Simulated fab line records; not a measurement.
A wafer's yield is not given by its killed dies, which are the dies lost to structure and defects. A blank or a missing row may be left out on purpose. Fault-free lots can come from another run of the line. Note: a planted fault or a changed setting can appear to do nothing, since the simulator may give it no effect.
Which of the tools did it? | flow n5Finfet | 12 lots, 36 wafers sampled, at 3 steps of a route of 1938

== WHAT THE GAUGES SHOWED, per wafer ==
N5_STI_FIN_REVEAL_THK_MEAS_05.
lot  | measured    | on           | thkNm (nm)
L075 | day 2 18:25 | filmMetro-02 | 132.9 134.3 133.1
L077 | day 3 04:59 | filmMetro-01 | 131.4 132.2 131.5
L079 | day 3 15:23 | filmMetro-02 | 133.0 132.1 132.4
L081 | day 4 02:59 | filmMetro-02 | 131.0 131.7 130.3
L083 | day 4 14:43 | filmMetro-02 | 132.7 132.1 132.2
L085 | day 5 07:51 | filmMetro-02 | 130.8 132.0 132.9
L087 | day 5 16:16 | filmMetro-01 | 132.2 132.9 131.6
L089 | day 6 02:59 | filmMetro-02 | 133.6 133.3 132.8
L091 | day 6 15:44 | filmMetro-01 | 132.5 132.7 131.5
L093 | day 7 02:45 | filmMetro-02 | 133.1 132.8 133.0
L095 | day 7 16:07 | filmMetro-01 | 130.5 131.1 131.5
L097 | day 8 05:09 | filmMetro-01 | 132.6 132.0 132.1

== TOOL THAT RAN EACH LOT (tool first, then ch and the chambers of the sampled wafers, then the start) ==
lot  | N5_STI_FIN_REVEAL_ALD_14        | N5_STI_FIN_REVEAL_CMP_04
L075 | aldSin-04 ch 2,3, day 2 13:05   | cmp-03 ch 0,3, day 2 18:07
L077 | aldSin-03 ch 1,2, day 2 23:03   | cmp-04 ch 2,3, day 3 04:44
L079 | aldSin-02 ch 0,1,2, day 3 10:04 | cmp-02 ch 0,2,3, day 3 15:06
L081 | aldSin-02 ch 2,3, day 3 21:40   | cmp-04 ch 2,3, day 4 02:44
L083 | aldSin-04 ch 1,2, day 4 09:23   | cmp-03 ch 0,1, day 4 14:27
L085 | aldSin-03 ch 1,2,3, day 5 02:31 | cmp-02 ch 1,2,3, day 5 07:40
L087 | aldSin-02 ch 0,2, day 5 10:56   | cmp-04 ch 2,3, day 5 15:58
L089 | aldSin-02 ch 1,2,3, day 5 21:40 | cmp-03 ch 0,3, day 6 02:44
L091 | aldSin-02 ch 0,1,3, day 6 10:25 | cmp-03 ch 0,1, day 6 15:27
L093 | aldSin-03 ch 1,2,3, day 6 21:25 | cmp-02 ch 0,2,3, day 7 02:32
L095 | aldSin-02 ch 0,2, day 7 10:46   | cmp-02 ch 0,1,3, day 7 15:50
L097 | aldSin-02 ch 1,2,3, day 7 23:40 | cmp-02 ch 0,1,2, day 8 04:52
- N5_STI_FIN_REVEAL_ALD_14: deposits Si3N4, target thk 3 nm.
- N5_STI_FIN_REVEAL_CMP_04: polishes, stops on Si3N4, t overpolish 4 s, target thk 131.83 nm.

== THE ANSWER, worked out from the rows above alone ==
Rule: usual is defined by the lots themselves. The widest of any qualifying gaps counts: lots, ordered by their means at a reading, are off when they make up no more than a third of the lots, leave a main group of 4 or more, and stand apart from it by 3 or more times the standard deviation of that group's means. A main group is skipped when, at the precision printed for the reading in the tables above, its means are all equal. Also off: a lot with no number at a reading for which 4 or more lots have one. The other lots that the step has rows for count as sound.
None of the lots is off at any reading shown; this tells nothing.

== WHAT THE SIMULATOR PUT IN ==
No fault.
